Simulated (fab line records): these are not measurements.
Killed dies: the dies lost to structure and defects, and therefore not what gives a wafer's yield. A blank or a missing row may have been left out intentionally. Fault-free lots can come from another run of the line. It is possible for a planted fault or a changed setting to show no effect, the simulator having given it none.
Matching of chambers / flow n5_finfet / N5_BEOL_M1_DEP_57 on pecvd-01: 3 sister chambers
The step deposits SiCN from 3MS/NH3, target thk 8 nm, time 14 s. 18 wafers are shown with their chamber, then 9 later ones without.

WAFERS PAIRED WITH THEIR CHAMBERS
wafer=L074.1; chamber=2; throttle_valve_pct (%)=9.0; showerhead_plenum_p_Torr (Torr)=3.667; chamber_pressure_Torr (Torr)=2.995
wafer=L074.2; chamber=1; throttle_valve_pct (%)=10.4; showerhead_plenum_p_Torr (Torr)=3.664; chamber_pressure_Torr (Torr)=3.002
wafer=L074.6; chamber=0; throttle_valve_pct (%)=8.8; showerhead_plenum_p_Torr (Torr)=3.661; chamber_pressure_Torr (Torr)=3.001
wafer=L079.1; chamber=0; throttle_valve_pct (%)=8.7; showerhead_plenum_p_Torr (Torr)=3.659; chamber_pressure_Torr (Torr)=2.986
wafer=L079.3; chamber=1; throttle_valve_pct (%)=10.3; showerhead_plenum_p_Torr (Torr)=3.667; chamber_pressure_Torr (Torr)=3.008
wafer=L079.4; chamber=2; throttle_valve_pct (%)=8.9; showerhead_plenum_p_Torr (Torr)=3.667; chamber_pressure_Torr (Torr)=3.011
wafer=L081.4; chamber=1; throttle_valve_pct (%)=10.1; showerhead_plenum_p_Torr (Torr)=3.683; chamber_pressure_Torr (Torr)=2.994
wafer=L081.5; chamber=2; throttle_valve_pct (%)=8.8; showerhead_plenum_p_Torr (Torr)=3.661; chamber_pressure_Torr (Torr)=3.000
wafer=L081.6; chamber=0; throttle_valve_pct (%)=8.6; showerhead_plenum_p_Torr (Torr)=3.661; chamber_pressure_Torr (Torr)=3.009
wafer=L083.1; chamber=0; throttle_valve_pct (%)=8.6; showerhead_plenum_p_Torr (Torr)=3.662; chamber_pressure_Torr (Torr)=3.006
wafer=L083.4; chamber=2; throttle_valve_pct (%)=8.6; showerhead_plenum_p_Torr (Torr)=3.674; chamber_pressure_Torr (Torr)=2.999
wafer=L083.5; chamber=0; throttle_valve_pct (%)=8.9; showerhead_plenum_p_Torr (Torr)=3.651; chamber_pressure_Torr (Torr)=3.006
wafer=L085.1; chamber=1; throttle_valve_pct (%)=10.0; showerhead_plenum_p_Torr (Torr)=3.665; chamber_pressure_Torr (Torr)=3.019
wafer=L085.2; chamber=2; throttle_valve_pct (%)=8.9; showerhead_plenum_p_Torr (Torr)=3.683; chamber_pressure_Torr (Torr)=2.998
wafer=L085.6; chamber=1; throttle_valve_pct (%)=10.2; showerhead_plenum_p_Torr (Torr)=3.680; chamber_pressure_Torr (Torr)=3.005
wafer=L087.2; chamber=2; throttle_valve_pct (%)=8.8; showerhead_plenum_p_Torr (Torr)=3.663; chamber_pressure_Torr (Torr)=3.008
wafer=L087.3; chamber=1; throttle_valve_pct (%)=10.3; showerhead_plenum_p_Torr (Torr)=3.674; chamber_pressure_Torr (Torr)=2.998
wafer=L087.4; chamber=2; throttle_valve_pct (%)=8.9; showerhead_plenum_p_Torr (Torr)=3.655; chamber_pressure_Torr (Torr)=3.010

SIGNATURES (averages over the wafers above)
reading=throttle_valve_pct; chamber 0=8.720; chamber 1=10.217; chamber 2=8.843; scatter within a chamber=0.135
reading=showerhead_plenum_p_Torr; chamber 0=3.65880; chamber 1=3.67217; chamber 2=3.66714; scatter within a chamber=0.00778
reading=chamber_pressure_Torr; chamber 0=3.00160; chamber 1=3.00433; chamber 2=3.00300; scatter within a chamber=0.00804
Rule: for a wafer and a chamber, the distance is found by dividing, reading by reading, the gap between the wafer's reading and the chamber's mean by the reading's scatter, squaring, summing and taking the root. The wafer belongs to the nearest chamber; if the next one is less than 2 further off, it can't be placed. The scatter: take each reading less its chamber's mean, square it, sum over the shown wafers, divide by the number of wafers less the number of chambers, and take the root.

WAFERS WHOSE CHAMBER IS MISSING
wafer=L090.1; throttle_valve_pct (%)=10.1; showerhead_plenum_p_Torr (Torr)=3.669; chamber_pressure_Torr (Torr)=3.000
wafer=L090.2; throttle_valve_pct (%)=8.9; showerhead_plenum_p_Torr (Torr)=3.663; chamber_pressure_Torr (Torr)=3.004
wafer=L090.4; throttle_valve_pct (%)=10.3; showerhead_plenum_p_Torr (Torr)=3.676; chamber_pressure_Torr (Torr)=3.001
wafer=L091.2; throttle_valve_pct (%)=8.8; showerhead_plenum_p_Torr (Torr)=3.672; chamber_pressure_Torr (Torr)=2.989
wafer=L091.4; throttle_valve_pct (%)=10.3; showerhead_plenum_p_Torr (Torr)=3.666; chamber_pressure_Torr (Torr)=3.003
wafer=L091.5; throttle_valve_pct (%)=10.4; showerhead_plenum_p_Torr (Torr)=3.679; chamber_pressure_Torr (Torr)=2.998
wafer=L095.3; throttle_valve_pct (%)=10.2; showerhead_plenum_p_Torr (Torr)=3.675; chamber_pressure_Torr (Torr)=2.999
wafer=L095.4; throttle_valve_pct (%)=9.2; showerhead_plenum_p_Torr (Torr)=3.671; chamber_pressure_Torr (Torr)=2.998
wafer=L095.5; throttle_valve_pct (%)=8.5; showerhead_plenum_p_Torr (Torr)=3.658; chamber_pressure_Torr (Torr)=2.999

WHICH CHAMBER EACH WENT THROUGH
wafer=L090.1; from the rows above=1; in truth=1
wafer=L090.2; from the rows above=can't be placed: 2 or 0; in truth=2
wafer=L090.4; from the rows above=1; in truth=1
wafer=L091.2; from the rows above=can't be placed: 2 or 0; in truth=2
wafer=L091.4; from the rows above=1; in truth=1
wafer=L091.5; from the rows above=1; in truth=1
wafer=L095.3; from the rows above=1; in truth=1
wafer=L095.4; from the rows above=can't be placed: 2 or 0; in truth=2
wafer=L095.5; from the rows above=can't be placed: 0 or 2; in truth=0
Correct placement for 5 of the 9. These rows do not allow placing 4 (true chamber among the candidates in 4). Number placed wrongly: 0.
